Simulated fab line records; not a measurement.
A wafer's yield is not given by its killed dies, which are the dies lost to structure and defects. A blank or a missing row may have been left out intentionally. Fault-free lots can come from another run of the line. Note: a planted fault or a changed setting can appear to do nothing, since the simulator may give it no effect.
Which of the tools did it? + flow nand harc + Sampling: 24 lots, 72 wafers, 6 of 1302 route steps

## WHAT THE GAUGES SHOWED, per wafer
NHARC_A_SGD_CUT_THK_MEAS_22: measures by ellipsometry. Usual: thk nm reads 148.4 nm (standard deviation 1.4).
| lot  | measured     | on            | thk nm (nm)       | flag |
|------|--------------|---------------|-------------------|------|
| L074 | day 20 01:46 | film metro-01 | 149.3 148.1 149.0 |      |
| L075 | day 20 01:37 | film metro-02 | 148.9 146.4 146.9 |      |
| L076 | day 20 01:40 | film metro-01 | 148.0 148.4 150.0 |      |
| L077 | day 20 10:28 | film metro-01 | 149.2 149.8 150.5 |      |
| L078 | day 20 10:27 | film metro-02 | 148.0 149.0 147.6 |      |
| L079 | day 21 22:14 | film metro-01 | 149.3 147.9 149.8 |      |
| L081 | day 21 22:14 | film metro-01 | 149.4 149.0 149.1 |      |
| L080 | day 21 22:14 | film metro-02 | 148.9 147.9 151.7 |      |
| L082 | day 23 16:26 | film metro-01 | 149.3 149.2 147.1 |      |
| L084 | day 23 16:27 | film metro-02 | 147.8 149.7 149.6 |      |
| L083 | day 23 16:26 | film metro-02 | 149.7 145.3 147.8 |      |
| L085 | day 24 04:18 | film metro-02 | 147.3 148.3 147.8 |      |
| L086 | day 24 13:41 | film metro-02 | 148.6 150.5 148.8 |      |
| L087 | day 25 03:47 | film metro-01 | 147.6 147.7 146.2 |      |
| L089 | day 25 16:01 | film metro-02 | 146.4 145.4 147.0 |      |
| L088 | day 25 16:01 | film metro-01 | 147.6 147.6 146.9 |      |
| L091 | day 26 23:54 | film metro-02 | 148.2 150.1 148.4 |      |
| L090 | day 26 23:46 | film metro-02 | 150.6 150.1 148.4 |      |
| L092 | day 26 23:45 | film metro-01 | 149.5 147.4 148.6 |      |
| L094 | day 27 21:28 | film metro-01 | 149.2 148.2 151.4 |      |
| L095 | day 27 21:29 | film metro-02 | 148.6 146.6 148.2 |      |
| L093 | day 28 02:08 | film metro-01 | 146.9 149.3 148.6 |      |
| L096 | day 28 18:28 | film metro-01 | 147.8 146.5 148.2 |      |
| L097 | day 29 11:43 | film metro-01 | 150.4 149.1 149.7 |      |

## EACH LOT AND THE TOOL THAT RAN IT (in order: tool; ch and the chambers of the sampled wafers; start)
| lot  | NHARC_A_STAIRCASE_ETCH_315                    | NHARC_A_STAIRCASE_ALD_420        | NHARC_A_STAIRCASE_DEP_471       | NHARC_A_SGD_CUT_DESCUM_14          | NHARC_A_SGD_CUT_ETCH_15                       |
|------|-----------------------------------------------|----------------------------------|---------------------------------|------------------------------------|-----------------------------------------------|
| L074 | rie diel-05 ch 0,1,3, day 17 21:07 or earlier | ald hk-02 ch 0,1,3, day 17 21:07 | pecvd-02 ch 0,2, day 19 16:57   | rie diel-06 ch 1,2, day 19 18:24   | rie diel-06 ch 0,3, day 20 01:46 or earlier   |
| L075 | rie diel-05 ch 1,2, day 18 03:13 or earlier   | ald hk-01 ch 1,3, day 18 03:13   | pecvd-04 ch 0,1,2, day 19 17:08 | rie diel-11 ch 1,2,3, day 19 18:45 | rie diel-11 ch 1,2,3, day 20 01:37 or earlier |
| L076 | rie diel-13 ch 2,3, day 18 06:17 or earlier   | ald hk-01 ch 0,2,3, day 18 06:17 | pecvd-03 ch 0,2, day 19 17:09   | rie diel-09 ch 2,3, day 19 18:43   | rie diel-09 ch 0,3, day 20 01:40 or earlier   |
| L077 | rie diel-01 ch 2,3, day 18 10:33 or earlier   | ald hk-03 ch 2,3, day 18 10:33   | pecvd-02 ch 1,2, day 20 02:30   | rie diel-09 ch 0,3, day 20 04:08   | rie diel-09 ch 0,3, day 20 10:28 or earlier   |
| L078 | rie diel-01 ch 0,2,3, day 18 13:32 or earlier | ald hk-01 ch 1,2, day 18 13:32   | pecvd-03 ch 0,2, day 20 04:01   | rie diel-06 ch 1,2,3, day 20 05:41 | rie diel-06 ch 1,2,3, day 20 10:27 or earlier |
| L079 | rie diel-05 ch 0,2,3, day 19 21:18 or earlier | ald hk-01 ch 0,2,3, day 19 21:18 | pecvd-02 ch 0,1,2, day 21 14:36 | rie diel-06 ch 0,2,3, day 21 16:16 | rie diel-06 ch 0,3, day 21 22:14 or earlier   |
| L081 | rie diel-01 ch 1,2,3, day 20 01:29 or earlier | ald hk-03 ch 0,1,2, day 20 01:29 | pecvd-04 ch 1,2, day 21 17:18   | rie diel-11 ch 0,1,2, day 21 18:47 | rie diel-11 ch 0,2,3, day 21 22:14 or earlier |
| L080 | rie diel-01 ch 1,2, day 20 01:38 or earlier   | ald hk-02 ch 0,2,3, day 20 01:38 | pecvd-04 ch 1,2, day 21 14:28   | rie diel-11 ch 0,3, day 21 16:04   | rie diel-11 ch 0,2,3, day 21 22:14 or earlier |
| L082 | rie diel-13 ch 0,1,3, day 21 13:55 or earlier | ald hk-02 ch 0,1,2, day 21 13:55 | pecvd-04 ch 0,1, day 23 07:55   | rie diel-09 ch 1,2,3, day 23 09:23 | rie diel-09 ch 1,2,3, day 23 16:26 or earlier |
| L084 | rie diel-05 ch 1,2,3, day 21 13:57 or earlier | ald hk-01 ch 1,3, day 21 13:57   | pecvd-03 ch 0,1,2, day 23 08:24 | rie diel-06 ch 0,2, day 23 09:58   | rie diel-06 ch 1,3, day 23 16:27 or earlier   |
| L083 | rie diel-05 ch 1,2,3, day 21 17:00 or earlier | ald hk-02 ch 0,1,2, day 21 17:00 | pecvd-03 ch 0,1,2, day 23 09:07 | rie diel-11 ch 0,1,2, day 23 10:42 | rie diel-11 ch 1,2,3, day 23 16:26 or earlier |
| L085 | rie diel-05 ch 1,3, day 22 00:07 or earlier   | ald hk-03 ch 0,3, day 22 00:07   | pecvd-02 ch 0,1,2, day 23 20:41 | rie diel-11 ch 1,2,3, day 23 22:17 | rie diel-11 ch 0,2,3, day 24 04:18 or earlier |
| L086 | rie diel-05 ch 1,2,3, day 22 06:37 or earlier | ald hk-02 ch 0,1,3, day 22 06:37 | pecvd-02 ch 1,2, day 24 03:49   | rie diel-06 ch 1,3, day 24 05:25   | rie diel-06 ch 1,2,3, day 24 13:41 or earlier |
| L087 | rie diel-01 ch 1,2, day 23 02:13 or earlier   | ald hk-01 ch 0,1, day 23 02:13   | pecvd-03 ch 0,1, day 24 20:04   | rie diel-11 ch 1,3, day 24 21:30   | rie diel-11 ch 2,3, day 25 03:47 or earlier   |
| L089 | rie diel-01 ch 0,1,3, day 23 12:01 or earlier | ald hk-01 ch 1,2,3, day 23 12:01 | pecvd-04 ch 0,2, day 25 07:59   | rie diel-11 ch 2,3, day 25 09:41   | rie diel-11 ch 0,3, day 25 16:01 or earlier   |
| L088 | rie diel-01 ch 1,3, day 23 12:29 or earlier   | ald hk-01 ch 0,3, day 23 12:29   | pecvd-02 ch 0,1, day 25 07:53   | rie diel-06 ch 0,1,2, day 25 09:31 | rie diel-06 ch 1,3, day 25 16:01 or earlier   |
| L091 | rie diel-05 ch 0,1, day 24 23:58 or earlier   | ald hk-02 ch 0,3, day 24 23:58   | pecvd-02 ch 0,1,2, day 26 17:32 | rie diel-11 ch 0,2,3, day 26 19:07 | rie diel-11 ch 1,3, day 26 23:54 or earlier   |
| L090 | rie diel-13 ch 1,2, day 25 03:53 or earlier   | ald hk-01 ch 1,2,3, day 25 03:53 | pecvd-03 ch 1,2, day 26 15:55   | rie diel-06 ch 1,2,3, day 26 17:23 | rie diel-06 ch 1,2,3, day 26 23:46 or earlier |
| L092 | rie diel-05 ch 0,1,3, day 25 03:34 or earlier | ald hk-02 ch 0,1,2, day 25 03:34 | pecvd-04 ch 0,1,2, day 26 16:53 | rie diel-06 ch 0,2,3, day 26 18:26 | rie diel-06 ch 1,2,3, day 26 23:45 or earlier |
| L094 | rie diel-13 ch 0,1,3, day 25 17:48 or earlier | ald hk-03 ch 0,2, day 25 17:48   | pecvd-03 ch 0,1,2, day 27 09:59 | rie diel-09 ch 1,3, day 27 11:41   | rie diel-09 ch 0,2,3, day 27 21:28 or earlier |
| L095 | rie diel-01 ch 0,1, day 25 18:26 or earlier   | ald hk-01 ch 1,2, day 25 18:26   | pecvd-02 ch 0,1,2, day 27 10:07 | rie diel-11 ch 0,1, day 27 11:58   | rie diel-11 ch 0,1,2, day 27 21:29 or earlier |
| L093 | rie diel-05 ch 0,1,3, day 26 00:29 or earlier | ald hk-02 ch 0,1,2, day 26 00:29 | pecvd-02 ch 1,2, day 27 18:32   | rie diel-11 ch 1,2, day 27 20:07   | rie diel-11 ch 0,1,3, day 28 02:08 or earlier |
| L096 | rie diel-01 ch 1,2,3, day 26 16:20 or earlier | ald hk-01 ch 0,1,3, day 26 16:20 | pecvd-02 ch 1,2, day 28 10:35   | rie diel-11 ch 1,2,3, day 28 12:04 | rie diel-11 ch 1,2,3, day 28 18:28 or earlier |
| L097 | rie diel-13 ch 0,1,2, day 27 08:05 or earlier | ald hk-02 ch 1,2,3, day 27 08:05 | pecvd-04 ch 1,2, day 29 01:43   | rie diel-11 ch 0,1,3, day 29 03:14 | rie diel-11 ch 0,3, day 29 11:43 or earlier   |
- NHARC_A_STAIRCASE_ETCH_315: etches the open film in C4F8/O2/Ar, target depth 2500 nm, time 607.1 s.
- NHARC_A_STAIRCASE_ALD_420: deposits SiO2, target thk 20 nm, pulse time 6 s, ald cycles 200.
- NHARC_A_STAIRCASE_DEP_471: deposits SiO2, target thk 100 nm.
- NHARC_A_SGD_CUT_DESCUM_14: chemistry O2, time 3 s.
- NHARC_A_SGD_CUT_ETCH_15: etches the open film in CH3F/O2, target depth 75 nm, time 64.3 s.

## AS READ BY THE TOOLS THEMSELVES (means over the sampled wafers that have a number; for cases with no such wafer, the mark the record gives instead)
NHARC_A_STAIRCASE_ETCH_315. Usual: oes product au 0.934 a.u., standard deviation 0.0094; rf vpp V 1827 V, standard deviation 13.
| lot  | tool        | oes product au (a.u.) | rf vpp V (V) | flag |
|------|-------------|-----------------------|--------------|------|
| L074 | rie diel-05 | 0.943                 | 1831         |      |
| L075 | rie diel-05 | 0.927                 | 1813         |      |
| L076 | rie diel-13 | 0.939                 | 1822         |      |
| L077 | rie diel-01 | 0.938                 | 1831         |      |
| L078 | rie diel-01 | 0.940                 | 1831         |      |
| L079 | rie diel-05 | 0.934                 | 1829         |      |
| L081 | rie diel-01 | 0.944                 | 1836         |      |
| L080 | rie diel-01 | 0.935                 | 1842         |      |
| L082 | rie diel-13 | 0.920                 | 1817         |      |
| L084 | rie diel-05 | 0.931                 | 1819         |      |
| L083 | rie diel-05 | 0.934                 | 1819         |      |
| L085 | rie diel-05 | 0.939                 | 1820         |      |
| L086 | rie diel-05 | 0.928                 | 1818         |      |
| L087 | rie diel-01 | 0.941                 | 1841         |      |
| L089 | rie diel-01 | 0.926                 | 1830         |      |
| L088 | rie diel-01 | 0.922                 | 1828         |      |
| L091 | rie diel-05 | 0.933                 | 1823         |      |
| L090 | rie diel-13 | 0.935                 | 1818         |      |
| L092 | rie diel-05 | 0.936                 | 1828         |      |
| L094 | rie diel-13 | 0.933                 | 1814         |      |
| L095 | rie diel-01 | 0.936                 | 1836         |      |
| L093 | rie diel-05 | 0.953                 | 1830         |      |
| L096 | rie diel-01 | 0.930                 | 1834         |      |
| L097 | rie diel-13 | 0.934                 | 1816         |      |

NHARC_A_STAIRCASE_ALD_420. Usual: heater power w 472 W, standard deviation 67; precursor pulse height rel 0.999, standard deviation 0.018.
| lot  | tool      | heater power w (W) | precursor pulse height rel | flag |
|------|-----------|--------------------|----------------------------|------|
| L074 | ald hk-02 | 467                | 1.001                      |      |
| L075 | ald hk-01 | 417                | 1.013                      |      |
| L076 | ald hk-01 | 477                | 0.997                      |      |
| L077 | ald hk-03 | 595                | 0.979                      |      |
| L078 | ald hk-01 | 546                | 1.015                      |      |
| L079 | ald hk-01 | 472                | 1.014                      |      |
| L081 | ald hk-03 | 511                | 1.012                      |      |
| L080 | ald hk-02 | 474                | 1.004                      |      |
| L082 | ald hk-02 | 463                | 0.998                      |      |
| L084 | ald hk-01 | 428                | 1.006                      |      |
| L083 | ald hk-02 | 462                | 1.003                      |      |
| L085 | ald hk-03 | 448                | 0.992                      |      |
| L086 | ald hk-02 | 468                | 0.992                      |      |
| L087 | ald hk-01 | 430                | 0.983                      |      |
| L089 | ald hk-01 | 483                | 0.999                      |      |
| L088 | ald hk-01 | 420                | 0.987                      |      |
| L091 | ald hk-02 | 473                | 0.987                      |      |
| L090 | ald hk-01 | 491                | 1.003                      |      |
| L092 | ald hk-02 | 450                | 0.988                      |      |
| L094 | ald hk-03 | 479                | 0.999                      |      |
| L095 | ald hk-01 | 492                | 0.979                      |      |
| L093 | ald hk-02 | 465                | 1.008                      |      |
| L096 | ald hk-01 | 437                | 0.980                      |      |
| L097 | ald hk-02 | 438                | 1.010                      |      |

NHARC_A_STAIRCASE_DEP_471. Usual: heater power w 612 W, standard deviation 110; throttle valve pct 15.9 %, standard deviation 0.42.
| lot  | tool     | heater power w (W) | throttle valve pct (%) | flag |
|------|----------|--------------------|------------------------|------|
| L074 | pecvd-02 | 754                | 15.8                   |      |
| L075 | pecvd-04 | 651                | 16.1                   |      |
| L076 | pecvd-03 | 460                | 15.9                   |      |
| L077 | pecvd-02 | 733                | 15.3                   |      |
| L078 | pecvd-03 | 419                | 16.2                   |      |
| L079 | pecvd-02 | 680                | 15.9                   |      |
| L081 | pecvd-04 | 593                | 15.8                   |      |
| L080 | pecvd-04 | 666                | 15.7                   |      |
| L082 | pecvd-04 | 657                | 15.9                   |      |
| L084 | pecvd-03 | 468                | 16.1                   |      |
| L083 | pecvd-03 | 495                | 16.3                   |      |
| L085 | pecvd-02 | 739                | 15.9                   |      |
| L086 | pecvd-02 | 695                | 15.7                   |      |
| L087 | pecvd-03 | 496                | 16.1                   |      |
| L089 | pecvd-04 | 671                | 15.9                   |      |
| L088 | pecvd-02 | 660                | 16.5                   |      |
| L091 | pecvd-02 | 640                | 15.6                   |      |
| L090 | pecvd-03 | 505                | 16.1                   |      |
| L092 | pecvd-04 | 639                | 16.0                   |      |
| L094 | pecvd-03 | 509                | 16.1                   |      |
| L095 | pecvd-02 | 642                | 15.6                   |      |
| L093 | pecvd-02 | 658                | 15.5                   |      |
| L096 | pecvd-02 | 629                | 15.3                   |      |
| L097 | pecvd-04 | 647                | 15.6                   |      |

NHARC_A_SGD_CUT_DESCUM_14. Usual: drypump motor current A 5.7 A, standard deviation 0.53; oes product au 1.001 a.u., standard deviation 0.008; rf vpp V 57.7 V, standard deviation 0.88; showerhead plenum p Torr 1.88 Torr, standard deviation 0.087; throttle valve pct 11.310 %, standard deviation 0.009.
| lot  | tool        | drypump motor current A (A) | oes product au (a.u.) | rf vpp V (V) | showerhead plenum p Torr (Torr) | throttle valve pct (%) | flag |
|------|-------------|-----------------------------|-----------------------|--------------|---------------------------------|------------------------|------|
| L074 | rie diel-06 | 5.5                         | 0.988                 | 58.1         | 1.86                            | 11.311                 |      |
| L075 | rie diel-11 | 5.9                         | 1.003                 | 58.5         | 1.87                            | 11.314                 |      |
| L076 | rie diel-09 | 5.3                         | 1.000                 | 58.2         | 1.93                            | 11.313                 |      |
| L077 | rie diel-09 | 5.4                         | 1.005                 | 57.2         | 1.91                            | 11.312                 |      |
| L078 | rie diel-06 | 5.5                         | 0.994                 | 57.1         | 1.82                            | 11.302                 |      |
| L079 | rie diel-06 | 5.4                         | 0.997                 | 57.8         | 1.84                            | 11.316                 |      |
| L081 | rie diel-11 | 6.0                         | 0.997                 | 58.3         | 1.91                            | 11.308                 |      |
| L080 | rie diel-11 | 6.5                         | 1.006                 | 58.9         | 2.01                            | 11.309                 |      |
| L082 | rie diel-09 | 5.3                         | 1.001                 | 57.4         | 1.91                            | 11.302                 |      |
| L084 | rie diel-06 | 5.5                         | 1.004                 | 57.6         | 1.89                            | 11.316                 |      |
| L083 | rie diel-11 | 6.0                         | 1.011                 | 57.8         | 1.91                            | 11.317                 |      |
| L085 | rie diel-11 | 5.9                         | 1.008                 | 58.1         | 1.87                            | 11.308                 |      |
| L086 | rie diel-06 | 5.4                         | 0.994                 | 58.2         | 1.77                            | 11.306                 |      |
| L087 | rie diel-11 | 6.1                         | 0.999                 | 57.7         | 1.85                            | 11.307                 |      |
| L089 | rie diel-11 | 5.8                         | 1.005                 | 57.8         | 1.89                            | 11.305                 |      |
| L088 | rie diel-06 | 5.4                         | 1.007                 | 57.3         | 1.84                            | 11.308                 |      |
| L091 | rie diel-11 | 6.2                         | 1.005                 | 57.9         | 1.94                            | 11.297                 |      |
| L090 | rie diel-06 | 5.5                         | 1.005                 | 56.9         | 1.81                            | 11.312                 |      |
| L092 | rie diel-06 | 5.4                         | 1.007                 | 57.8         | 1.84                            | 11.316                 |      |
| L094 | rie diel-09 | 5.6                         | 1.001                 | 57.7         | 1.86                            | 11.306                 |      |
| L095 | rie diel-11 | 6.1                         | 0.998                 | 58.5         | 1.89                            | 11.310                 |      |
| L093 | rie diel-11 | 5.6                         | 1.004                 | 57.7         | 1.85                            | 11.309                 |      |
| L096 | rie diel-11 | 5.9                         | 0.993                 | 58.2         | 1.87                            | 11.299                 |      |
| L097 | rie diel-11 | 6.3                         | 0.995                 | 58.5         | 1.93                            | 11.301                 |      |

NHARC_A_SGD_CUT_ETCH_15. Usual: drypump motor current A 5.7 A, standard deviation 0.53; oes product au 0.958 a.u., standard deviation 0.018; rf vpp V 263.2 V, standard deviation 1.7; showerhead plenum p Torr 2.43 Torr, standard deviation 0.11; throttle valve pct 20.663 %, standard deviation 0.0092.
| lot  | tool        | drypump motor current A (A) | oes product au (a.u.) | rf vpp V (V) | showerhead plenum p Torr (Torr) | throttle valve pct (%) | flag |
|------|-------------|-----------------------------|-----------------------|--------------|---------------------------------|------------------------|------|
| L074 | rie diel-06 | 5.3                         | 0.970                 | 262.4        | 2.34                            | 20.665                 |      |
| L075 | rie diel-11 | 5.9                         | 0.971                 | 263.0        | 2.41                            | 20.658                 |      |
| L076 | rie diel-09 | 5.2                         | 0.927                 | 264.9        | 2.52                            | 20.660                 |      |
| L077 | rie diel-09 | 5.1                         | 0.966                 | 264.1        | 2.51                            | 20.660                 |      |
| L078 | rie diel-06 | 5.5                         | 0.956                 | 262.7        | 2.34                            | 20.662                 |      |
| L079 | rie diel-06 | 5.3                         | 0.972                 | 262.5        | 2.34                            | 20.658                 |      |
| L081 | rie diel-11 | 6.2                         | 0.965                 | 264.3        | 2.50                            | 20.664                 |      |
| L080 | rie diel-11 | 6.2                         | 0.943                 | 263.8        | 2.50                            | 20.658                 |      |
| L082 | rie diel-09 | 5.2                         | 0.944                 | 263.8        | 2.45                            | 20.666                 |      |
| L084 | rie diel-06 | 5.5                         | 0.966                 | 261.7        | 2.28                            | 20.658                 |      |
| L083 | rie diel-11 | 5.9                         | 0.936                 | 262.0        | 2.40                            | 20.660                 |      |
| L085 | rie diel-11 | 6.2                         | 0.977                 | 264.3        | 2.50                            | 20.659                 |      |
| L086 | rie diel-06 | 5.5                         | 0.975                 | 261.5        | 2.34                            | 20.657                 |      |
| L087 | rie diel-11 | 5.8                         | 0.966                 | 263.6        | 2.43                            | 20.663                 |      |
| L089 | rie diel-11 | 6.5                         | 0.964                 | 264.9        | 2.51                            | 20.668                 |      |
| L088 | rie diel-06 | 5.5                         | 0.968                 | 261.4        | 2.28                            | 20.663                 |      |
| L091 | rie diel-11 | 6.0                         | 0.960                 | 262.8        | 2.38                            | 20.665                 |      |
| L090 | rie diel-06 | 5.5                         | 0.921                 | 261.8        | 2.34                            | 20.666                 |      |
| L092 | rie diel-06 | 5.5                         | 0.972                 | 261.9        | 2.34                            | 20.669                 |      |
| L094 | rie diel-09 | 5.1                         | 0.957                 | 264.5        | 2.53                            | 20.654                 |      |
| L095 | rie diel-11 | 6.0                         | 0.964                 | 263.0        | 2.46                            | 20.661                 |      |
| L093 | rie diel-11 | 6.3                         | 0.928                 | 264.1        | 2.47                            | 20.658                 |      |
| L096 | rie diel-11 | 5.9                         | 0.967                 | 262.4        | 2.40                            | 20.669                 |      |
| L097 | rie diel-11 | 6.5                         | 0.968                 | 264.5        | 2.51                            | 20.656                 |      |

## THE ANSWER, worked out from the rows above alone
Rule: a lot is off if the mean of its wafers that have a number lies more than 3 standard deviations from the usual mean. Also off: a lot with no number at a reading for which 4 or more lots have one. The other lots that the step has rows for count as sound. The gauges are gone through in route order, then the tools' own readings, and for those a lot's mean is taken as printed above. At the first step where some lot is off, the reading lying furthest off is the one used; lots without a number count as furthest.
Nothing can be told from this: no lot is off at any reading shown.

## WHAT THE SIMULATOR HAD PUT IN
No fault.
